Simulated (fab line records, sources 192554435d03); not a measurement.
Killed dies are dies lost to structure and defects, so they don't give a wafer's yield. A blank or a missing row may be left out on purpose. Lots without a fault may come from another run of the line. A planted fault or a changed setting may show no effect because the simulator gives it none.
fab line records | flow n5_finfet | part 1 of 2: steps 1 to 24 of 30
record lots=5 wafers=15 last_day=15
route steps=1938 shown BEOL_M9@1461 BEOL_M10@1470
lots that met no fault: from a run of the same line without faults
start_h: hours from the record's first day to the start of the lot's first wafer shown | wait_h: hours since the lot's step before | " the same as in the row above | L1.1+2: a row that stands for several wafers | - no value, or no start given | * or withheld: withheld | < > ~ a bound
route shown NAME@n: a module of which the file shows steps, and the number in the route of the first | usual: mean/standard deviation of fault-free wafers | same: alike in all rows | chamber/n: place in a boat | sites: the reading at each site | _std_site: their standard deviation | _edge_site: outer sites' mean less inner sites' | radius_mm: how far each site lies from the wafer's centre | mask NAME#n: copy n | behind: the tool/chamber that last shaped the wafer | hold: why the lot was held/for how many hours/how that ended | device: the transistor (n, p or np) that didn't switch | end of line: the same wafers' tests at the end of the route | a step without rows: its recipe alone | killed: dies lost to structure and defects at the first sort, not the wafer's yield | map: a wafer's dies, x killed, . not, _ none there
set.NAME: the setting as run; set.NAME@STEP: as run at that earlier step | model.NAME: the simulator's own value behind a step, which no gauge read
lots at some steps of the route; a table a step, a row a wafer
services: from which hour (start_h, from the record's first day; less than 0 if before it) a tool's chamber was out of use, for how many hours, and why
## steps
# step N5_BEOL_M9_SPUTTER_48
# recipe material=Cu target_thk_a=120 temp_c=-20 bias_v=60 power_w=26000 chamber_pressure_pa=0.13 time_s=2
# usual throttle_valve_pct=30.6/1.3
# columns lot.wafer tool chamber start_h wait_h throttle_valve_pct
L074.1 pvd_sputter-02 - 223.03 1.4 31.8
L074.4 " - " " 31.3
L074.6 " - " " 32.8
L081.1 pvd_sputter-01 - 248.02 0.3 28.1
L081.4 " - " " 30.7
L081.6 " - " " 28.0
L084.1 pvd_sputter-03 - 275.52 0.1 27.7
L084.4 " - " " 30.9
L084.6 " - " " 27.9
L089.1 pvd_sputter-03 - 295.58 0.1 30.8
L089.2 " - " " 31.1
L089.3 " - " " 27.8
L091.1 pvd_sputter-02 - 308.11 0.1 31.2
L091.5 " - " " 32.4
L091.6 " - " " 31.8
# step N5_BEOL_M9_ECD_50
# recipe material=Cu target_thk_a=3180
# columns lot.wafer tool chamber start_h wait_h
L074.1+4+6 ecd_cu-01 1,1,0 223.15 0.1
L081.1+4+6 ecd_cu-02 1 248.13 0.1
L084.1+4+6 ecd_cu-02 1,1,0 275.64 0.1
L089.1+2+3 ecd_cu-02 0,1,0 295.75 0.1
L091.1+5+6 ecd_cu-01 0,0,1 308.28 0.1
# step N5_BEOL_M9_ANNEAL_51
# recipe temp_c=225 time_s=90 ambient=N2
# usual wafer_temp_C_max=226.2/0.39
# columns lot.wafer tool chamber start_h wait_h wafer_temp_C_max
L074.1 rtp_anneal-01 0 223.26 0.1 226.2
L074.4 " 0 " " 226.0
L074.6 " 0 " " 226.4
L081.1 rtp_anneal-01 0 248.24 0.1 226.9
L081.4 " 0 " " 226.5
L081.6 " 0 " " 226.1
L084.1 rtp_anneal-01 0 275.75 0.1 226.8
L084.4 " 0 " " 225.9
L084.6 " 0 " " 225.8
L089.1 rtp_anneal-02 0 295.87 0.1 226.0
L089.2 " 0 " " 225.4
L089.3 " 0 " " 225.5
L091.1 rtp_anneal-01 0 308.73 0.4 226.6
L091.5 " 0 " " 226.0
L091.6 " 0 " " 226.6
# step N5_BEOL_M9_CMP_52
# recipe stop_on=SiCOH_lowk t_overpolish_s=7 down_force_psi=1 platen_rpm=50 clearing_platen_down_force_psi=1.5 clearing_platen_rpm=50 post_cmp_clean=cu_alkaline target_thk_nm=140 clearing_platen_pad_velocity_m_s=0.99484 pad_velocity_m_s=0.99484
# usual barrier_field_endpoint_s=29.1/1.1 motor_current_A=5.7/0.43 overpolish_run_s=7.000/0.0095 pad_life_wafers=794/580 slurry_filter_dp_kPa=13.48/0.14 time_to_endpoint_s=67/5.6
# same t_overpolish_s=7
# columns lot.wafer tool chamber start_h wait_h barrier_field_endpoint_s motor_current_A overpolish_run_s pad_life_wafers slurry_filter_dp_kPa time_to_endpoint_s
L074.4 cmp-02 2 223.59 0.2 29.5 5.2 6.994 1843 13.49 69
L074.1 " 3 " " 27.9 6.0 7.015 1844 13.45 60
L074.6 " 2 " " 29.6 5.0 6.999 - 13.63 69
L081.4 cmp-01 3 248.54 0.1 28.8 5.6 6.999 468 13.35 68
L081.1 " 0 " " 27.8 5.8 6.986 469 13.37 67
L081.6 " 3 " " 28.7 6.1 6.999 - 13.25 70
L084.1 cmp-02 2 276.35 0.6 30.0 5.4 7.019 132 13.28 68
L084.4 " 1 " " 30.7 5.9 6.986 135 13.53 75
L084.6 " 3 " " 27.8 6.1 7.003 - 13.46 60
L089.2 cmp-01 3 296.21 0.2 28.7 5.9 7.011 895 13.54 68
L089.1 " 0 " " 29.8 6.0 6.990 896 13.34 63
L089.3 " 1 " " 31.2 6.6 7.000 897 13.35 75
L091.1 cmp-03 0 309.19 0.4 29.6 5.9 6.988 728 13.32 65
L091.5 " 2 " " 29.6 5.1 7.004 - 13.65 62
L091.6 " 3 " " 29.9 5.5 7.001 - 13.26 68
# step N5_BEOL_M9_THK_MEAS_53
# recipe thk_meas_gauge=xrf reads=Cu_of_BEOL_M9_ECD_50
# usual M9_THK=139/4.4
# columns lot.wafer tool chamber start_h wait_h M9_THK[nm]
L074.1 film_metro-02 - 223.85 - 131
L074.4 " - " " 143
L074.6 " - " " 144
L081.1 film_metro-02 - 248.84 - 142
L081.4 " - " " 136
L081.6 " - " " 138
L084.1 film_metro-01 - 276.64 - 131
L084.4 " - " " 135
L084.6 " - " " 132
L089.1 film_metro-02 - 296.47 - 139
L089.2 " - " " 140
L089.3 " - " " 143
L091.1 film_metro-02 - 309.41 - 140
L091.5 " - " " 140
L091.6 " - " " 140
# step N5_BEOL_M9_PRE_CLEAN_55
# recipe gas=NH3 time_s=15 temp_c=withheld rf_power_w=300
# columns lot.wafer tool chamber start_h wait_h
L074.1+4+6 pecvd-02 2,1,2 223.89 0.0
L081.1+4+6 pecvd-02 1,1,0 248.87 0.0
L084.1+4+6 pecvd-03 2 276.68 0.0
L089.1+2+3 pecvd-02 2,1,0 296.50 0.0
L091.1+5+6 pecvd-03 1,1,2 309.45 0.0
# step N5_BEOL_M9_DEP_56
# recipe material=SiCN target_thk_a=150 temp_c=withheld precursor=3MS/NH3 pressure_torr=3 rf_w=202 time_s=26.5
# usual showerhead_plenum_p_Torr=3.664/0.015 throttle_valve_pct=9.2/0.36
# columns lot.wafer tool chamber start_h wait_h showerhead_plenum_p_Torr throttle_valve_pct
L074.1 pecvd-02 2 223.91 0.0 3.635 8.9
L074.4 " 1 " " 3.688 9.5
L074.6 " 2 " " 3.632 8.9
L081.1 pecvd-02 1 248.90 0.0 3.687 9.7
L081.4 " 1 " " 3.686 9.3
L081.6 " 0 " " 3.665 9.5
L084.1 pecvd-03 2 276.72 0.0 3.657 8.8
L084.4 " 2 " " 3.667 8.9
L084.6 " 2 " " 3.662 8.6
L089.1 pecvd-02 2 296.53 0.0 3.643 9.0
L089.2 " 1 " " 3.701 9.5
L089.3 " 0 " " 3.655 9.5
L091.1 pecvd-03 1 309.49 0.0 3.662 9.2
L091.5 " 1 " " 3.658 9.3
L091.6 " 2 " " 3.661 8.5
# step N5_BEOL_M9_RS_MEAS_57
# recipe thk_meas_gauge=four-point-probe reads=Cu_of_BEOL_M9_ECD_50+Co_of_BEOL_M9_CVD_78+TaN_of_BEOL_M9_ALD_74
# usual M9_RS=0.153/0.0054
# columns lot.wafer tool chamber start_h wait_h M9_RS[ohm/sq]
L074.1 film_metro-01 - 223.99 0.1 0.161
L074.4 " - " " 0.147
L074.6 " - " " 0.146
L081.1 film_metro-02 - 248.97 0.1 0.150
L081.4 " - " " 0.157
L081.6 " - " " 0.156
L084.1 film_metro-02 - 276.81 0.1 0.161
L084.4 " - " " 0.157
L084.6 " - " " 0.161
L089.1 film_metro-02 - 296.60 0.1 0.151
L089.2 " - " " 0.151
L089.3 " - " " 0.147
L091.1 film_metro-01 - 309.58 0.1 0.149
L091.5 " - " " 0.150
L091.6 " - " " 0.149
# step N5_BEOL_M9_INSPECT_58
# recipe inspect_instrument=darkfield mode=post_dep
# usual raw_defect_count=78/29
# columns lot.wafer tool chamber start_h wait_h raw_defect_count
L074.1 defect_inspect-01 - 224.01 0.0 104
L074.4 " - " " 131
L074.6 " - " " 82
L081.1 defect_inspect-01 - 249.00 0.0 60
L081.4 " - " " 83
L081.6 " - " " 82
L084.1 defect_inspect-02 - 276.84 0.0 86
L084.4 " - " " 127
L084.6 " - " " 159
L089.1 defect_inspect-02 - 296.63 0.0 94
L089.2 " - " " 60
L089.3 " - " " 72
L091.1 defect_inspect-01 - 309.60 0.0 52
L091.5 " - " " 93
L091.6 " - " " 73
# step N5_BEOL_M10_ILD_DEP_00
# recipe material=SiCOH_lowk target_thk_a=3085.1 temp_c=300 precursor=DEMS/porogen pressure_torr=5 rf_w=500 time_s=58
# usual heater_power_w=298/57 showerhead_plenum_p_Torr=5.743/0.011 throttle_valve_pct=14.1/0.73
# columns lot.wafer tool chamber start_h wait_h heater_power_w showerhead_plenum_p_Torr throttle_valve_pct
L074.1 pecvd-04 2 224.05 0.0 233 5.758 13.1
L074.4 " 1 " " 313 5.738 14.7
L074.6 " 2 " " 246 5.746 13.1
L081.1 pecvd-03 1 249.04 0.0 190 5.729 14.2
L081.4 " 0 " " 276 5.743 13.5
L081.6 " 1 " " 200 5.753 14.1
L084.1 pecvd-03 0 276.87 0.0 269 5.739 13.7
L084.4 " 2 " " 370 5.744 13.4
L084.6 " 2 " " 372 5.724 12.9
L089.1 pecvd-01 2 296.66 0.0 269 5.747 13.3
L089.2 " 1 " " 423 5.738 14.2
L089.3 " 2 " " 279 5.735 13.3
L091.1 pecvd-04 1 309.64 0.0 294 5.739 14.5
L091.5 " 0 " " 218 5.744 14.8
L091.6 " 2 " " 264 5.743 12.7
# step N5_BEOL_M10_CURE_71
# recipe temp_c=385 time_s=240 ambient=He/Ar material=SiCOH_lowk
# usual lamp_power_pct=52.31/0.055 wafer_temp_C_max=386.9/0.59
# columns lot.wafer tool chamber start_h wait_h lamp_power_pct wafer_temp_C_max
L074.1 uv_cure-02 1 224.13 0.0 52.28 387.1
L074.4 " 1 " " 52.33 387.0
L074.6 " 1 " " 52.40 386.5
L081.1 uv_cure-01 0 249.11 0.0 52.34 386.4
L081.4 " 0 " " 52.28 386.4
L081.6 " 0 " " 52.41 387.4
L084.1 uv_cure-03 2 276.98 0.1 52.36 387.6
L084.4 " 2 " " 52.23 388.2
L084.6 " 2 " " 52.36 386.7
L089.1 uv_cure-01 1 296.77 0.1 52.31 387.0
L089.2 " 1 " " 52.39 387.5
L089.3 " 1 " " 52.28 387.2
L091.1 uv_cure-03 1 309.72 0.0 52.32 387.7
L091.5 " 1 " " 52.28 386.8
L091.6 " 1 " " 52.32 387.4
# step N5_BEOL_M10_THK_MEAS_01
# recipe reads=SiCOH_lowk_of_BEOL_M10_ILD_DEP_00
# usual M10_ILD_THK=267/3.9
# columns lot.wafer tool chamber start_h wait_h M10_ILD_THK[nm]
L074.1 film_metro-01 - 224.65 0.4 265
L074.4 " - " " 267
L074.6 " - " " 270
L081.1 film_metro-02 - 249.63 0.4 268
L081.4 " - " " 273
L081.6 " - " " 277
L084.1 film_metro-02 - 277.49 0.4 263
L084.4 " - " " 271
L084.6 " - " " 270
L089.1 film_metro-01 - 297.30 0.4 264
L089.2 " - " " 262
L089.3 " - " " 267
L091.1 film_metro-01 - 310.23 0.4 262
L091.5 " - " " 271
L091.6 " - " " 269
# step N5_BEOL_M10_PECVD_70
# recipe material=SiO2 target_thk_a=200 temp_c=400 precursor=TEOS/O2 pressure_torr=5.5 rf_w=450 teos_flow_sccm=53.8 gas=O2 flow_sccm=3000 time_s=22.7
# usual heater_power_w=664/100 showerhead_plenum_p_Torr=8.79/0.032 throttle_valve_pct=22.6/1.1
# columns lot.wafer tool chamber start_h wait_h heater_power_w showerhead_plenum_p_Torr throttle_valve_pct
L074.1 pecvd-01 0 224.69 0.0 766 8.83 24.0
L074.4 " 1 " " 867 8.78 23.0
L074.6 " 2 " " 734 8.83 21.3
L081.1 pecvd-03 2 249.66 0.0 668 8.74 21.3
L081.4 " 1 " " 474 8.79 22.6
L081.6 " 0 " " 661 8.77 21.7
L084.1 pecvd-03 2 277.53 0.0 809 8.78 21.7
L084.4 " 0 " " 617 8.74 21.9
L084.6 " 0 " " 610 8.80 22.1
L089.1 pecvd-04 0 297.33 0.0 627 8.84 24.0
L089.2 " 1 " " 599 8.79 23.6
L089.3 " 1 " " 590 8.76 23.7
L091.1 pecvd-03 1 310.27 0.0 456 8.77 22.9
L091.5 " 2 " " 701 8.75 21.6
L091.6 " 0 " " 615 8.76 21.8
# step N5_BEOL_M10_HM_DEP_02
# recipe material=TiN target_thk_a=200 temp_c=25 chamber_pressure_pa=0.49996
# usual throttle_valve_pct=30.6/1.3
# columns lot.wafer tool chamber start_h wait_h throttle_valve_pct
L074.1 pvd_sputter-01 - 226.36 1.6 30.8
L074.4 " - " " 30.4
L074.6 " - " " 30.5
L081.1 pvd_sputter-02 - 250.22 0.5 31.9
L081.4 " - " " 31.0
L081.6 " - " " 30.6
L084.1 pvd_sputter-02 - 279.27 1.7 31.3
L084.4 " - " " 31.9
L084.6 " - " " 30.9
L089.1 pvd_sputter-02 - 298.02 0.7 32.7
L089.2 " - " " 31.0
L089.3 " - " " 31.5
L091.1 pvd_sputter-03 - 311.26 1.0 31.4
L091.5 " - " " 27.9
L091.6 " - " " 30.8
# step N5_BEOL_M10_COAT_59
# recipe resist=SOC temp_c=250 time_s=60 spin_rpm=1500 resist_thk_nm=100
# usual dispense_pressure_kPa=49.57/0.21 resist_line_temp_C=23.00/0.12
# columns lot.wafer tool chamber start_h wait_h dispense_pressure_kPa resist_line_temp_C
L074.1 litho_track-05 0 226.48 0.1 49.41 23.12
L074.4 " 0 " " 49.43 22.98
L074.6 " 0 " " 49.40 23.06
L081.1 litho_track-01 0 250.35 0.1 49.38 23.03
L081.4 " 0 " " 49.41 23.05
L081.6 " 0 " " 49.40 22.95
L084.1 litho_track-04 0 279.40 0.1 49.83 23.22
L084.4 " 0 " " 49.85 23.04
L084.6 " 0 " " 49.80 23.10
L089.1 litho_track-01 0 298.15 0.1 49.39 22.89
L089.2 " 0 " " 49.40 22.95
L089.3 " 0 " " 49.40 22.98
L091.1 litho_track-05 0 311.38 0.1 49.44 23.06
L091.5 " 0 " " 49.45 22.86
L091.6 " 0 " " 49.43 22.97
# step N5_BEOL_M10_COAT_60
# recipe resist=SiARC temp_c=220 time_s=60 spin_rpm=1500 resist_thk_nm=30
# usual dispense_pressure_kPa=49.60/0.24 resist_line_temp_C=23.02/0.12
# columns lot.wafer tool chamber start_h wait_h dispense_pressure_kPa resist_line_temp_C
L074.1 litho_track-05 0 - - 49.47 23.22
L074.4 " 0 " " 49.50 23.11
L074.6 " 0 " " 49.53 23.07
L081.1 litho_track-01 0 - - 49.35 22.89
L081.4 " 0 " " 49.35 22.89
L081.6 " 0 " " 49.35 22.89
L084.1 litho_track-04 0 - - 49.91 22.84
L084.4 " 0 " " 49.88 22.95
L084.6 " 0 " " 49.89 22.90
L089.1 litho_track-01 0 - - 49.33 23.06
L089.2 " 0 " " 49.35 23.07
L089.3 " 0 " " 49.33 23.21
L091.1 litho_track-05 0 - - 49.46 23.00
L091.5 " 0 " " 49.46 22.97
L091.6 " 0 " " 49.46 22.92
# step N5_BEOL_M10_COAT_05
# recipe resist=CAR-ArF spin_rpm=1500 resist_thk_nm=90
# usual dispense_pressure_kPa=49.60/0.27 resist_line_temp_C=22.99/0.11
# columns lot.wafer tool chamber start_h wait_h dispense_pressure_kPa resist_line_temp_C
L074.1 litho_track-05 0 - - 49.50 23.09
L074.4 " 0 " " 49.46 22.99
L074.6 " 0 " " 49.52 23.02
L081.1 litho_track-01 0 - - 49.32 22.98
L081.4 " 0 " " 49.31 23.19
L081.6 " 0 " " 49.29 22.88
L084.1 litho_track-04 0 - - 49.93 22.80
L084.4 " 0 " " 49.93 22.81
L084.6 " 0 " " 49.94 22.88
L089.1 litho_track-01 0 - - 49.24 22.96
L089.2 " 0 " " 49.24 22.94
L089.3 " 0 " " 49.31 22.94
L091.1 litho_track-05 0 - - 49.45 23.10
L091.5 " 0 " " 49.42 23.04
L091.6 " 0 " " 49.44 23.14
# step N5_BEOL_M10_EBR_07
# recipe solvent=PGMEA ebr_width_mm=1.5
# usual resist_line_temp_C=23.00/0.12
# columns lot.wafer tool chamber start_h wait_h resist_line_temp_C
L074.1 litho_track-05 0 - - 22.93
L074.4 " 0 " " 22.84
L074.6 " 0 " " 22.96
L081.1 litho_track-01 0 - - 22.82
L081.4 " 0 " " 22.94
L081.6 " 0 " " 22.80
L084.1 litho_track-04 0 - - 22.98
L084.4 " 0 " " 23.04
L084.6 " 0 " " 22.86
L089.1 litho_track-01 0 - - 23.06
L089.2 " 0 " " 23.11
L089.3 " 0 " " 23.19
L091.1 litho_track-05 0 - - 23.12
L091.5 " 0 " " 22.88
L091.6 " 0 " " 23.07
# step N5_BEOL_M10_SOFTBAKE_06
# recipe temp_c=110 time_s=60 resist=CAR-ArF
# usual resist_line_temp_C=23.00/0.11
# columns lot.wafer tool chamber start_h wait_h resist_line_temp_C
L074.1 litho_track-05 0 - - 22.91
L074.4 " 0 " " 22.96
L074.6 " 0 " " 23.08
L081.1 litho_track-01 0 - - 22.97
L081.4 " 0 " " 23.06
L081.6 " 0 " " 22.77
L084.1 litho_track-04 0 - - 22.96
L084.4 " 0 " " 23.03
L084.6 " 0 " " 23.16
L089.1 litho_track-01 0 - - 22.91
L089.2 " 0 " " 22.95
L089.3 " 0 " " 22.95
L091.1 litho_track-05 0 - - 23.22
L091.5 " 0 " " 23.16
L091.6 " 0 " " 23.12
# step N5_BEOL_M10_EXPOSE_08
# recipe mask_id=M10 na=1.35 source_shape=dipole sigma_inner=0.411 sigma_outer=0.611 polarization=te dose_mj=53.75
# same na=1.35
# columns lot.wafer tool chamber start_h wait_h mask
L074.1+4+6 arfi_scanner-02 0 226.60 - M10#0
L081.1+4+6 arfi_scanner-03 0 250.46 - M10#0
L084.1+4+6 arfi_scanner-02 0 279.64 - M10#0
L089.1+2+3 arfi_scanner-03 0 298.27 - M10#0
L091.1+5+6 arfi_scanner-01 0 311.63 - M10#0
# step N5_BEOL_M10_PEB_09
# recipe peb_temp_c=withheld peb_time_s=60 resist=CAR-ArF
# usual resist_line_temp_C=23.01/0.11
# columns lot.wafer tool chamber start_h wait_h resist_line_temp_C
L074.1 litho_track-01 0 226.66 0.1 23.09
L074.4 " 0 " " 22.96
L074.6 " 0 " " 23.10
L081.1 litho_track-04 0 250.52 0.1 23.01
L081.4 " 0 " " 23.11
L081.6 " 0 " " 22.73
L084.1 litho_track-05 0 279.70 0.1 22.92
L084.4 " 0 " " 22.86
L084.6 " 0 " " 22.96
L089.1 litho_track-01 0 298.32 0.1 22.87
L089.2 " 0 " " 22.86
L089.3 " 0 " " 23.04
L091.1 litho_track-01 0 311.69 0.1 22.98
L091.5 " 0 " " 23.02
L091.6 " 0 " " 23.11
# step N5_BEOL_M10_DEVELOP_10
# recipe develop_time_s=30 developer=TMAH resist=CAR-ArF rinse_liquid=diw dry=air_spin dev_temp_c=23
# usual resist_line_temp_C=23.00/0.1
# columns lot.wafer tool chamber start_h wait_h resist_line_temp_C
L074.1 litho_track-01 0 - - 22.98
L074.4 " 0 " " 22.98
L074.6 " 0 " " 23.02
L081.1 litho_track-04 0 - - 22.95
L081.4 " 0 " " 23.08
L081.6 " 0 " " 22.81
L084.1 litho_track-05 0 - - 23.18
L084.4 " 0 " " 23.00
L084.6 " 0 " " 23.02
L089.1 litho_track-01 0 - - 22.94
L089.2 " 0 " " 22.99
L089.3 " 0 " " 22.87
L091.1 litho_track-01 0 - - 22.82
L091.5 " 0 " " 23.12
L091.6 " 0 " " 23.03
# step N5_BEOL_M10_CD_MEAS_11
# recipe target_cd_nm=64.1 landing_energy_ev=500 detector=se_inlens polarity=opening
# usual cd_nm=63.9/0.76
# same landing_energy_ev=500
# columns lot.wafer tool chamber start_h wait_h cd_nm
L074.1 cd_sem-02 0 226.73 - 63.4
L074.4 " 0 " " 63.7
L074.6 " 0 " " 63.6
L081.1 cd_sem-02 0 250.59 - 65.1
L081.4 " 0 " " 64.7
L081.6 " 0 " " 64.8
L084.1 cd_sem-02 0 279.77 - 63.9
L084.4 " 0 " " 63.9
L084.6 " 0 " " 63.7
L089.1 cd_sem-01 0 298.39 - 63.4
L089.2 " 0 " " 63.2
L089.3 " 0 " " 62.4
L091.1 cd_sem-03 0 311.75 - 63.8
L091.5 " 0 " " 62.9
L091.6 " 0 " " 63.6
# step N5_BEOL_M10_OVL_MEAS_12
# recipe points_per_wafer=44
# usual M10_OVL=0.0/0.74
# columns lot.wafer tool chamber start_h wait_h M10_OVL[nm]
L074.1 overlay-01 0 226.76 0.0 0.8
L074.4 " 0 " " 1.6
L074.6 " 0 " " 0.8
L081.1 overlay-01 0 250.62 0.0 0.1
L081.4 " 0 " " 0.8
L081.6 " 0 " " 1.0
L084.1 overlay-01 0 279.80 0.0 -0.5
L084.4 " 0 " " 0.0
L084.6 " 0 " " -0.1
L089.1 overlay-01 0 298.42 0.0 0.5
L089.2 " 0 " " -1.4
L089.3 " 0 " " 0.8
L091.1 overlay-01 0 311.78 0.0 -0.9
L091.5 " 0 " " 0.2
L091.6 " 0 " " 0.3
